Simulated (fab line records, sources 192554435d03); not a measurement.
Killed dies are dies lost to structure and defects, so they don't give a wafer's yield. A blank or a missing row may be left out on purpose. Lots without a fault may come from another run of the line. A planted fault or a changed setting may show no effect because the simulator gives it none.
Chamber matching | flow n5_finfet | N5_BEOL_M3_ALD_84 on ald_metal-04: 4 sister chambers
The step deposits TaN, pulse time 2 s, purge time 3 s, co reactant purge time 2 s. 22 wafers are shown with their chamber, then 11 later ones without.

WAFERS WITH THEIR CHAMBER
wafer  | chamber | heater_power_outer_w (W) | heater_power_w (W)
L074.2 | 2       | 257                      | 443
L074.3 | 0       | 227                      | 427
L074.4 | 1       | 224                      | 438
L075.2 | 0       | 221                      | 429
L075.4 | 2       | 268                      | 428
L075.5 | 2       | 256                      | 439
L079.1 | 0       | 222                      | 419
L079.3 | 2       | 265                      | 432
L079.5 | 0       | 228                      | 430
L084.1 | 1       | 233                      | 425
L084.3 | 3       | 219                      | 382
L084.6 | 3       | 221                      | 389
L085.2 | 1       | 237                      | 435
L085.3 | 0       | 228                      | 422
L085.6 | 3       | 224                      | 378
L088.1 | 0       | 226                      | 421
L088.2 | 3       | 218                      | 391
L088.5 | 2       | 265                      | 434
L089.1 | 0       | 231                      | 424
L089.5 | 2       | 256                      | 442
L089.6 | 1       | 234                      | 413
L090.1 | 2       | 256                      | 420

SIGNATURES (means of the wafers above)
reading              | chamber 0 | chamber 1 | chamber 2 | chamber 3 | scatter within a chamber
heater_power_outer_w | 226.14    | 232.00    | 260.43    | 220.50    | 4.47
heater_power_w       | 424.57    | 427.75    | 434.00    | 385.00    | 7.47
Rule: a wafer's distance from a chamber is the root of the sum, over the readings, of the square of ((its reading less the chamber's mean) divided by the reading's scatter). The wafer belongs to the nearest chamber; if the next one is less than 2 further off, it can't be placed. The scatter: the root of (the sum of the squares of (reading less its chamber's mean) over the shown wafers, divided by (wafers less chambers)).

WAFERS WITHOUT THEIR CHAMBER
wafer  | heater_power_outer_w (W) | heater_power_w (W)
L090.3 | 229                      | 436
L090.5 | 228                      | 421
L091.2 | 221                      | 387
L091.3 | 232                      | 436
L091.4 | 232                      | 429
L095.1 | 220                      | 389
L095.3 | 229                      | 422
L095.4 | 226                      | 421
L096.1 | 263                      | 441
L096.2 | 226                      | 433
L096.3 | 218                      | 388

WHICH CHAMBER EACH WENT THROUGH
wafer  | from the rows above     | in truth
L090.3 | can't be placed: 1 or 0 | 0
L090.5 | can't be placed: 0 or 1 | 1
L091.2 | 3                       | 3
L091.3 | can't be placed: 1 or 0 | 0
L091.4 | can't be placed: 1 or 0 | 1
L095.1 | 3                       | 3
L095.3 | can't be placed: 0 or 1 | 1
L095.4 | can't be placed: 0 or 1 | 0
L096.1 | 2                       | 2
L096.2 | can't be placed: 0 or 1 | 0
L096.3 | 3                       | 3
Placed correctly: 4 of 11. Can't be placed from these rows: 7 (the true chamber is among the candidates in 7). Placed wrongly: 0.
